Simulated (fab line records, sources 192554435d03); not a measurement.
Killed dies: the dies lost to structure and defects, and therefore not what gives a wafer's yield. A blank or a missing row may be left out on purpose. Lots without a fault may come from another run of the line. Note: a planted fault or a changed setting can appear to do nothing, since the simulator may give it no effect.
fab line records || flow n5Finfet
[record] {"lots": 5, "wafers": 15, "lastDay": 17}
route steps=1938 shown BEOL_M1@782 BEOL_M4@1111 PASSIVATION@1936
lots that met no fault: from a run of the same line without faults
startH: hours from the record's opening day to when the first of the lot's shown wafers began || waitH: time in hours since the lot's previous step || " repeats the value in the row above || L1.1+2: a single row standing in for several wafers || - no value, or no start given || * or withheld: withheld || < > ~ a bound
route shown NAME@n: names a module that has steps shown in the file, with the first one's number in the route || usual: the fault-free wafers' mean and standard deviation || same: alike in all rows || chamber/n: place in a boat || sites: the reading at each site || _std_site: the standard deviation of these || _edge_site: mean of outer sites minus mean of inner sites || radiusMm: for every site, how far away it sits from the centre of the wafer || mask NAME#n: copy n || behind: tool/chamber where the wafer was last shaped || hold: why the lot was held/for how many hours/how that ended || device: the n, p or np transistor that did not switch || end of line: the same wafers' tests at the end of the route || for a step that has no rows: nothing shown but its recipe || killed: dies that structure and defects cost at the first sort, which is not the same as the wafer's yield || map: per-die view of a wafer (x killed, . not killed, _ where there is no die)
set.NAME: setting as actually run; set.NAME@STEP: the setting as run at that earlier step || model.NAME: the simulator's own value behind a step, which no gauge read
lots seen at some steps along the route; tables by step, rows by wafer
services: the hour from which a tool's chamber was out of use, counted from the record's first day as startH (under 0 if before that day), plus the number of hours and why
[[steps]]
[step N5_BEOL_M1_SOFTBAKE_23]
[recipe] {"tempC": 110, "timeS": 60, "resist": "CAR-EUV"}
[step N5_BEOL_M1_EXPOSE_25]
[recipe] {"maskId": "V0", "na": 0.33, "sourceShape": "quasar", "sigmaInner": 0.2, "sigmaOuter": 0.8, "polarization": "unpolarized", "defocusNm": 5, "targetCdNm": 24, "doseMj": 63}
[step N5_BEOL_M1_PEB_26]
[recipe] {"pebTempC": 100, "pebTimeS": 60, "resist": "CAR-EUV"}
[step N5_BEOL_M1_DEVELOP_27]
[recipe] {"developTimeS": 30, "developer": "TMAH", "resist": "CAR-EUV", "rinseLiquid": "surfactantRinse", "dry": "airSpin", "devTempC": 23}
[step N5_BEOL_M1_DESCUM_33]
[recipe] {"chemistry": "O2", "timeS": 7, "sourcePowerW": 50, "biasPowerW": 20, "pressureMtorr": 20, "rfFrequencyHz": 2.712e+07, "tempC": 40, "resist": "CAR-EUV", "o2FlowSccm": 225}
[step N5_BEOL_M1_ETCH_77]
[recipe] {"chemistry": "N2/H2", "target": "underlayer", "targetDepthA": 65, "maskMaterial": "CAR-EUV", "timeS": 5.2, "ionEnergyEv": 200, "pressureMtorr": 30, "sourceW": 840, "biasW": 150, "n2FlowSccm": 200, "h2FlowSccm": 200, "ends": "cleared"}
[step N5_BEOL_M1_ETCH_69]
[recipe] {"chemistry": "CF4", "target": "SiARC", "targetDepthA": 156, "maskMaterial": "CAR-EUV", "timeS": 26, "ionEnergyEv": 80, "pressureMtorr": 40, "sourceW": 545, "biasW": 36, "Ar_flow_sccm": 100, "cf4FlowSccm": 100, "ends": "cleared"}
[step N5_BEOL_M1_ALD_98]
[recipe] {"material": "SiO2", "targetThkA": 25, "tempC": 100, "aldPrecursorFamily": "BDEAS", "aldCoReactant": "O2-plasma", "pulseTimeS": 1, "coReactantPulseTimeS": 1, "purgeTimeS": 2, "coReactantPurgeTimeS": 2, "aldCycles": 17, "pressureTorr": 2}
[step N5_BEOL_M1_ETCHBACK_99]
[recipe] {"chemistry": "CHF3", "target": "SiO2", "targetDepthA": 50, "timeS": 10.4, "sourceW": 215, "biasW": 47, "Ar_flow_sccm": 200, "CHF3_flow_sccm": 12, "ionEnergyEv": 100, "pressureMtorr": 30}
[step N5_BEOL_M1_ETCH_70]
[recipe] {"chemistry": "N2/H2", "target": "SOC", "targetDepthA": 800, "overetchA": 160, "maskMaterial": "SiARC", "tempC": 40, "timeS": 120, "ionEnergyEv": 200, "pressureMtorr": 30, "sourceW": 840, "biasW": 150, "n2FlowSccm": 200, "h2FlowSccm": 200}
[usual] {"biasW": "150.0/0.4", "chamberPressureMTorr": "30.004/0.028", "drypumpMotorCurrentA": "5.5/0.39", "oesProductAu": "0.61/0.062", "rfVppV": "524.5/2.4", "showerheadPlenumPTorr": "2.57/0.092", "throttleValvePct": "17.97/0.24"}
{"lot.wafer": "L302.2", "tool": "rieDiel-05", "chamber": 2, "startH": 156.28, "waitH": 0.0, "biasW": 150.5, "chamberPressureMTorr": 29.968, "drypumpMotorCurrentA": 5.7, "oesProductAu": 0.58, "rfHoursCounterH": 145, "rfVppV": 523.2, "showerheadPlenumPTorr": 2.43, "throttleValvePct": 17.98, "model.SiARC_of_BEOL_M1_COAT_68.thkNm": 6.6}
{"lot.wafer": "L302.3", "tool": "rieDiel-05", "chamber": 0, "startH": 156.28, "waitH": 0.0, "biasW": 150.5, "chamberPressureMTorr": 30.011, "drypumpMotorCurrentA": 5.0, "oesProductAu": 0.52, "rfHoursCounterH": 243, "rfVppV": 525.8, "showerheadPlenumPTorr": 2.63, "throttleValvePct": 18.63, "model.SiARC_of_BEOL_M1_COAT_68.thkNm": 6.4}
{"lot.wafer": "L302.5", "tool": "rieDiel-05", "chamber": 2, "startH": 156.28, "waitH": 0.0, "biasW": 149.9, "chamberPressureMTorr": 29.974, "drypumpMotorCurrentA": 5.7, "oesProductAu": 0.58, "rfHoursCounterH": "-", "rfVppV": 519.6, "showerheadPlenumPTorr": 2.43, "throttleValvePct": 17.97, "model.SiARC_of_BEOL_M1_COAT_68.thkNm": 6.6}
{"lot.wafer": "L316.1", "tool": "rieDiel-05", "chamber": 2, "startH": 240.78, "waitH": 0.0, "biasW": 150.2, "chamberPressureMTorr": 30.007, "drypumpMotorCurrentA": 5.7, "oesProductAu": 0.57, "rfHoursCounterH": 174, "rfVppV": 521.3, "showerheadPlenumPTorr": 2.42, "throttleValvePct": 18.02, "model.SiARC_of_BEOL_M1_COAT_68.thkNm": 6.6}
{"lot.wafer": "L316.3", "tool": "rieDiel-05", "chamber": 1, "startH": 240.78, "waitH": 0.0, "biasW": 157.9, "chamberPressureMTorr": 29.973, "drypumpMotorCurrentA": 6.2, "oesProductAu": 0.61, "rfHoursCounterH": 101, "rfVppV": 541.6, "showerheadPlenumPTorr": 2.58, "throttleValvePct": 18.18, "model.SiARC_of_BEOL_M1_COAT_68.thkNm": 6}
{"lot.wafer": "L316.5", "tool": "rieDiel-05", "chamber": 0, "startH": 240.78, "waitH": 0.0, "biasW": 149.5, "chamberPressureMTorr": 29.975, "drypumpMotorCurrentA": 5.0, "oesProductAu": 0.71, "rfHoursCounterH": "-", "rfVppV": 524.7, "showerheadPlenumPTorr": 2.62, "throttleValvePct": 18.26, "model.SiARC_of_BEOL_M1_COAT_68.thkNm": 6.2}
{"lot.wafer": "L299.1", "tool": "rieDiel-04", "chamber": 3, "startH": 247.81, "waitH": 0.0, "biasW": 151.2, "chamberPressureMTorr": 30.033, "drypumpMotorCurrentA": 5.4, "oesProductAu": 0.51, "rfHoursCounterH": 250, "rfVppV": 522.3, "showerheadPlenumPTorr": 2.52, "throttleValvePct": 18.26, "model.SiARC_of_BEOL_M1_COAT_68.thkNm": 6.4}
{"lot.wafer": "L299.4", "tool": "rieDiel-04", "chamber": 2, "startH": 247.81, "waitH": 0.0, "biasW": 150.0, "chamberPressureMTorr": 29.993, "drypumpMotorCurrentA": 5.0, "oesProductAu": 0.67, "rfHoursCounterH": 29, "rfVppV": 526.5, "showerheadPlenumPTorr": 2.59, "throttleValvePct": 17.81, "model.SiARC_of_BEOL_M1_COAT_68.thkNm": 6.2}
{"lot.wafer": "L299.6", "tool": "rieDiel-04", "chamber": 1, "startH": 247.81, "waitH": 0.0, "biasW": 149.8, "chamberPressureMTorr": 29.927, "drypumpMotorCurrentA": 5.0, "oesProductAu": 0.58, "rfHoursCounterH": "-", "rfVppV": 524.9, "showerheadPlenumPTorr": 2.63, "throttleValvePct": 17.86, "model.SiARC_of_BEOL_M1_COAT_68.thkNm": 6.8}
{"lot.wafer": "L317.1", "tool": "rieDiel-05", "chamber": 2, "startH": 250.99, "waitH": 0.0, "biasW": 150.4, "chamberPressureMTorr": 30.035, "drypumpMotorCurrentA": 5.7, "oesProductAu": 0.56, "rfHoursCounterH": 177, "rfVppV": 520.5, "showerheadPlenumPTorr": 2.42, "throttleValvePct": 18.04, "model.SiARC_of_BEOL_M1_COAT_68.thkNm": 6.6}
{"lot.wafer": "L317.2", "tool": "rieDiel-05", "chamber": 3, "startH": 250.99, "waitH": 0.0, "biasW": 150.2, "chamberPressureMTorr": 29.981, "drypumpMotorCurrentA": 5.4, "oesProductAu": 0.56, "rfHoursCounterH": 198, "rfVppV": 519.7, "showerheadPlenumPTorr": 2.41, "throttleValvePct": 17.75, "model.SiARC_of_BEOL_M1_COAT_68.thkNm": 6.4}
{"lot.wafer": "L317.3", "tool": "rieDiel-05", "chamber": 1, "startH": 250.99, "waitH": 0.0, "biasW": 157.7, "chamberPressureMTorr": 29.986, "drypumpMotorCurrentA": 6.2, "oesProductAu": 0.60, "rfHoursCounterH": 105, "rfVppV": 540.5, "showerheadPlenumPTorr": 2.58, "throttleValvePct": 18.19, "model.SiARC_of_BEOL_M1_COAT_68.thkNm": 6}
{"lot.wafer": "L318.2", "tool": "rieDiel-05", "chamber": 1, "startH": 269.82, "waitH": 0.0, "biasW": 157.7, "chamberPressureMTorr": 30.011, "drypumpMotorCurrentA": 6.2, "oesProductAu": 0.60, "rfHoursCounterH": 110, "rfVppV": 542.9, "showerheadPlenumPTorr": 2.58, "throttleValvePct": 18.20, "model.SiARC_of_BEOL_M1_COAT_68.thkNm": 6}
{"lot.wafer": "L318.4", "tool": "rieDiel-05", "chamber": 2, "startH": 269.82, "waitH": 0.0, "biasW": 149.4, "chamberPressureMTorr": 29.998, "drypumpMotorCurrentA": 5.7, "oesProductAu": 0.56, "rfHoursCounterH": "-", "rfVppV": 520.2, "showerheadPlenumPTorr": 2.42, "throttleValvePct": 18.05, "model.SiARC_of_BEOL_M1_COAT_68.thkNm": 6.6}
{"lot.wafer": "L318.5", "tool": "rieDiel-05", "chamber": 0, "startH": 269.82, "waitH": 0.0, "biasW": 149.8, "chamberPressureMTorr": 30.010, "drypumpMotorCurrentA": 5.0, "oesProductAu": 0.70, "rfHoursCounterH": "-", "rfVppV": 525.0, "showerheadPlenumPTorr": 2.62, "throttleValvePct": 18.28, "model.SiARC_of_BEOL_M1_COAT_68.thkNm": 6.2}
[step N5_BEOL_M1_STRIP_71]
[recipe] {"chemistry": "N2/H2", "tempC": 40, "n2FlowSccm": 200, "h2FlowSccm": 200, "rfFrequencyHz": 6e+07}
[step N5_BEOL_M4_RC_MEAS_101]
[usual] {"DIBL_N": "36.1/1.6", "DIBL_P": "35.7/1.8", "IOFF_N": "0.159/0.027", "IOFF_P": "0.21/0.03", "ION_N": "673/10", "ION_P": "462/7.4", "SS_N": "71.4/0.56", "SS_P": "73.2/0.61", "VT_N": "249.7/3", "VT_P": "-250/3.1"}
{"lot.wafer": "L302.2", "tool": "prober-02", "chamber": 0, "startH": 192.03, "waitH": 0.2, "DIBL_N[mV/V]": 35.6, "DIBL_P[mV/V]": 33.5, "IOFF_N[nA/um]": 0.143, "IOFF_P[nA/um]": 0.19, "ION_N[uA/um]": 659, "ION_P[uA/um]": 454, "SS_N[mV/dec]": 71.5, "SS_P[mV/dec]": 73.1, "VT_N[mV]": 253.8, "VT_P[mV]": -250}
{"lot.wafer": "L302.3", "tool": "prober-02", "chamber": 0, "startH": 192.03, "waitH": 0.2, "DIBL_N[mV/V]": 37.0, "DIBL_P[mV/V]": 35.8, "IOFF_N[nA/um]": 0.177, "IOFF_P[nA/um]": 0.22, "ION_N[uA/um]": 662, "ION_P[uA/um]": 457, "SS_N[mV/dec]": 71.7, "SS_P[mV/dec]": 73.9, "VT_N[mV]": 248.6, "VT_P[mV]": -247}
{"lot.wafer": "L302.5", "tool": "prober-02", "chamber": 0, "startH": 192.03, "waitH": 0.2, "DIBL_N[mV/V]": 37.5, "DIBL_P[mV/V]": 35.7, "IOFF_N[nA/um]": 0.181, "IOFF_P[nA/um]": 0.23, "ION_N[uA/um]": 667, "ION_P[uA/um]": 464, "SS_N[mV/dec]": 71.5, "SS_P[mV/dec]": 73.3, "VT_N[mV]": 249.3, "VT_P[mV]": -249}
{"lot.wafer": "L316.1", "tool": "prober-02", "chamber": 0, "startH": 282.78, "waitH": 0.0, "DIBL_N[mV/V]": 37.0, "DIBL_P[mV/V]": 35.5, "IOFF_N[nA/um]": 0.168, "IOFF_P[nA/um]": 0.20, "ION_N[uA/um]": 664, "ION_P[uA/um]": 462, "SS_N[mV/dec]": 72.1, "SS_P[mV/dec]": 72.5, "VT_N[mV]": 246.6, "VT_P[mV]": -250}
{"lot.wafer": "L316.3", "tool": "prober-02", "chamber": 0, "startH": 282.78, "waitH": 0.0, "DIBL_N[mV/V]": 36.5, "DIBL_P[mV/V]": 34.4, "IOFF_N[nA/um]": 0.148, "IOFF_P[nA/um]": 0.19, "ION_N[uA/um]": 673, "ION_P[uA/um]": 459, "SS_N[mV/dec]": 71.2, "SS_P[mV/dec]": 73.0, "VT_N[mV]": 252.9, "VT_P[mV]": -251}
{"lot.wafer": "L316.5", "tool": "prober-02", "chamber": 0, "startH": 282.78, "waitH": 0.0, "DIBL_N[mV/V]": 35.6, "DIBL_P[mV/V]": 32.1, "IOFF_N[nA/um]": 0.128, "IOFF_P[nA/um]": 0.16, "ION_N[uA/um]": 649, "ION_P[uA/um]": 445, "SS_N[mV/dec]": 72.3, "SS_P[mV/dec]": 72.1, "VT_N[mV]": 256.6, "VT_P[mV]": -255}
{"lot.wafer": "L317.1", "tool": "prober-01", "chamber": 0, "startH": 304.67, "waitH": 0.0, "DIBL_N[mV/V]": 34.5, "DIBL_P[mV/V]": 34.4, "IOFF_N[nA/um]": 0.130, "IOFF_P[nA/um]": 0.18, "ION_N[uA/um]": 676, "ION_P[uA/um]": 463, "SS_N[mV/dec]": 70.3, "SS_P[mV/dec]": 73.3, "VT_N[mV]": 251.6, "VT_P[mV]": -252}
{"lot.wafer": "L317.2", "tool": "prober-01", "chamber": 0, "startH": 304.67, "waitH": 0.0, "DIBL_N[mV/V]": 36.7, "DIBL_P[mV/V]": 37.2, "IOFF_N[nA/um]": 0.165, "IOFF_P[nA/um]": 0.21, "ION_N[uA/um]": 676, "ION_P[uA/um]": 458, "SS_N[mV/dec]": 71.2, "SS_P[mV/dec]": 72.8, "VT_N[mV]": 249.1, "VT_P[mV]": -252}
{"lot.wafer": "L317.3", "tool": "prober-01", "chamber": 0, "startH": 304.67, "waitH": 0.0, "DIBL_N[mV/V]": 34.7, "DIBL_P[mV/V]": 34.5, "IOFF_N[nA/um]": 0.119, "IOFF_P[nA/um]": 0.17, "ION_N[uA/um]": 648, "ION_P[uA/um]": 443, "SS_N[mV/dec]": 71.1, "SS_P[mV/dec]": 72.5, "VT_N[mV]": 251.2, "VT_P[mV]": -254}
{"lot.wafer": "L299.1", "tool": "prober-02", "chamber": 0, "startH": 307.56, "waitH": 0.0, "DIBL_N[mV/V]": 35.5, "DIBL_P[mV/V]": 35.5, "IOFF_N[nA/um]": 0.162, "IOFF_P[nA/um]": 0.23, "ION_N[uA/um]": 672, "ION_P[uA/um]": 467, "SS_N[mV/dec]": 70.4, "SS_P[mV/dec]": 73.4, "VT_N[mV]": 250.9, "VT_P[mV]": -247}
{"lot.wafer": "L299.4", "tool": "prober-02", "chamber": 0, "startH": 307.56, "waitH": 0.0, "DIBL_N[mV/V]": 34.6, "DIBL_P[mV/V]": 34.5, "IOFF_N[nA/um]": 0.153, "IOFF_P[nA/um]": 0.21, "ION_N[uA/um]": 681, "ION_P[uA/um]": 469, "SS_N[mV/dec]": 70.9, "SS_P[mV/dec]": 72.9, "VT_N[mV]": 248.9, "VT_P[mV]": -248}
{"lot.wafer": "L299.6", "tool": "prober-02", "chamber": 0, "startH": 307.56, "waitH": 0.0, "DIBL_N[mV/V]": 34.1, "DIBL_P[mV/V]": 34.6, "IOFF_N[nA/um]": 0.142, "IOFF_P[nA/um]": 0.21, "ION_N[uA/um]": 674, "ION_P[uA/um]": 466, "SS_N[mV/dec]": 70.9, "SS_P[mV/dec]": 72.8, "VT_N[mV]": 251.2, "VT_P[mV]": -247}
{"lot.wafer": "L318.2", "tool": "prober-01", "chamber": 0, "startH": 309.41, "waitH": 0.2, "DIBL_N[mV/V]": 33.5, "DIBL_P[mV/V]": 33.4, "IOFF_N[nA/um]": 0.125, "IOFF_P[nA/um]": 0.17, "ION_N[uA/um]": 674, "ION_P[uA/um]": 463, "SS_N[mV/dec]": 71.4, "SS_P[mV/dec]": 72.5, "VT_N[mV]": 253.5, "VT_P[mV]": -253}
{"lot.wafer": "L318.4", "tool": "prober-01", "chamber": 0, "startH": 309.41, "waitH": 0.2, "DIBL_N[mV/V]": 36.8, "DIBL_P[mV/V]": 37.8, "IOFF_N[nA/um]": 0.185, "IOFF_P[nA/um]": 0.24, "ION_N[uA/um]": 687, "ION_P[uA/um]": 469, "SS_N[mV/dec]": 71.3, "SS_P[mV/dec]": 73.4, "VT_N[mV]": 248.2, "VT_P[mV]": -248}
{"lot.wafer": "L318.5", "tool": "prober-01", "chamber": 0, "startH": 309.41, "waitH": 0.2, "DIBL_N[mV/V]": 33.9, "DIBL_P[mV/V]": 33.7, "IOFF_N[nA/um]": 0.131, "IOFF_P[nA/um]": 0.17, "ION_N[uA/um]": 674, "ION_P[uA/um]": 459, "SS_N[mV/dec]": 71.1, "SS_P[mV/dec]": 72.3, "VT_N[mV]": 248.2, "VT_P[mV]": -253}
[step N5_PASSIVATION_PROBE_49]
[usual] {"defectLimitedYield": "91.0/1.3", "killed_at_M0_to_M3": "33/10", "killed_at_M4_up": "14/5.6", "killedAtContacts": "12/5.8", "killedAtFrontEnd": "43/11", "killedAtOther": "4.1/2.8", "killedDies": "106/15", "killedOpen": "70/12", "killedShort": "34/7.5", "sort_bin_5_function": "5.3/0.88", "sort_bin_6_memory": "3.3/0.64", "sort_bin_8_speed": "0.00/0.016", "sortNPass": "1074/15", "sortYieldPct": "91.0/1.3"}
[same] {"grossDies": 1180, "killedAtBackSide": 0, "sort_bin_4_leakage[%]": 0}
{"lot.wafer": "L302.2", "tool": "prober-01", "chamber": "-", "startH": 299.00, "waitH": 0.1, "defectLimitedYield[%]": 89.4, "killed_at_M0_to_M3": 43, "killed_at_M4_up": 17, "killedAtContacts": 7, "killedAtFrontEnd": 56, "killedAtOther": 2, "killedDies": 125, "killedOpen": 82, "killedShort": 38, "sort_bin_5_function[%]": 5.8, "sort_bin_6_memory[%]": 4.2, "sort_bin_8_speed[%]": 0, "sortNPass": 1055, "sortYieldPct[%]": 89.4}
{"lot.wafer": "L302.3", "tool": "prober-01", "chamber": "-", "startH": 299.05, "waitH": 0.1, "defectLimitedYield[%]": 91.4, "killed_at_M0_to_M3": 35, "killed_at_M4_up": 14, "killedAtContacts": 10, "killedAtFrontEnd": 38, "killedAtOther": 5, "killedDies": 102, "killedOpen": 66, "killedShort": 34, "sort_bin_5_function[%]": 4.6, "sort_bin_6_memory[%]": 3.8, "sort_bin_8_speed[%]": 0, "sortNPass": 1078, "sortYieldPct[%]": 91.4}
{"lot.wafer": "L302.5", "tool": "prober-01", "chamber": "-", "startH": 299.15, "waitH": 0.2, "defectLimitedYield[%]": 91.4, "killed_at_M0_to_M3": 34, "killed_at_M4_up": 22, "killedAtContacts": 5, "killedAtFrontEnd": 39, "killedAtOther": 1, "killedDies": 101, "killedOpen": 62, "killedShort": 32, "sort_bin_5_function[%]": 5.2, "sort_bin_6_memory[%]": 3.0, "sort_bin_8_speed[%]": 0, "sortNPass": 1079, "sortYieldPct[%]": 91.4}
// killed by level:class
L302.2 FIN_SAQP:geometricParticle:short=11 FIN_SAQP:geometricParticle:open=10 BEOL_M2:geometricParticle:open=10 STI_FIN_REVEAL:geometricParticle:open=9 BEOL_M3:geometricParticle:open=9 BEOL_M0_SAQP:geometricParticle:open=8 BEOL_M1:geometricParticle:open=8 BEOL_M4:geometricParticle:open=7
L302.3 MOL_CONTACT_COAG:geometricParticle:open=8 STI_FIN_REVEAL:geometricParticle:open=7 BEOL_M1:geometricParticle:open=7 BEOL_M0_SAQP:geometricParticle:short=6 STARTING-WAFER:geometricParticle:open=6 GATE_CUT:geometricParticle:short=5 BEOL_M3:geometricParticle:open=5 FIN_SAQP:geometricParticle:short=4
L302.5 STI_FIN_REVEAL:geometricParticle:open=9 BEOL_M4:geometricParticle:open=7 FIN_SAQP:geometricParticle:short=6 BEOL_M0_SAQP:geometricParticle:short=6 BEOL_M0_SAQP:geometricParticle:open=6 MOL_CONTACT_COAG:geometricParticle:open=5 BEOL_M3:geometricParticle:open=5 FIN_SAQP:geometricParticle:open=4
[[services]]
{"tool": "rieDiel-05", "chamber": "-", "startH": 139.60, "hours": 0.4, "kind": "repair"}
{"tool": "rieDiel-05", "chamber": 0, "startH": 181.45, "hours": "-", "kind": "clean"}
{"tool": "rieDiel-05", "chamber": 0, "startH": 181.45, "hours": "-", "kind": "consumableReplace:focusRing"}
{"tool": "rieDiel-05", "chamber": 0, "startH": 181.45, "hours": 24.0, "kind": "scheduledDown"}
{"tool": "rieDiel-05", "chamber": 0, "startH": 181.45, "hours": 24.0, "kind": "ventCycle"}
{"tool": "rieDiel-05", "chamber": 1, "startH": 213.02, "hours": 4.7, "kind": "repair"}
{"tool": "rieDiel-04", "chamber": 1, "startH": 214.95, "hours": 6.7, "kind": "repair"}
{"tool": "rieDiel-04", "chamber": 1, "startH": 222.61, "hours": 13.5, "kind": "repair"}
{"tool": "rieDiel-05", "chamber": 1, "startH": 230.47, "hours": 5.5, "kind": "repair"}
{"tool": "rieDiel-04", "chamber": 3, "startH": 248.14, "hours": "-", "kind": "clean"}
{"tool": "rieDiel-04", "chamber": 3, "startH": 248.14, "hours": "-", "kind": "consumableReplace:focusRing"}
{"tool": "rieDiel-04", "chamber": 3, "startH": 248.14, "hours": 17.8, "kind": "scheduledDown"}
{"tool": "rieDiel-04", "chamber": 3, "startH": 248.14, "hours": 17.8, "kind": "ventCycle"}
{"tool": "rieDiel-05", "chamber": 3, "startH": 263.47, "hours": 13.5, "kind": "repair"}
[[key]]
[firstSign] {"step": "N5_BEOL_M1_ETCH_70", "reading": "biasW", "direction": "up", "sigmas": 19, "usual": "*", "struck": "*"}
[effect] {"step": "N5_BEOL_M1_ETCH_70", "reading": "rfVppV", "direction": "up", "sigmas": 7, "usual": 524.5, "struck": 541.6}
[modelEffect] {"step": "N5_BEOL_M1_ETCH_70", "value": "SiARC_of_BEOL_M1_COAT_68.thkNm", "without": 6.333, "struck": 6}
metAt N5_BEOL_M1_ETCH_70
struckWafers L316.3,L317.3,L318.2
[fault] {"kind": "processParameterDrift", "tool": "rieDiel-05", "chamber": 1, "onsetH": 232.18, "steps": "N5_BEOL_M1_ETCH_70", "channel": "biasW", "offset": "*", "shape": "step", "endH": 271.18, "actsIn": "*", "stated": "*"}
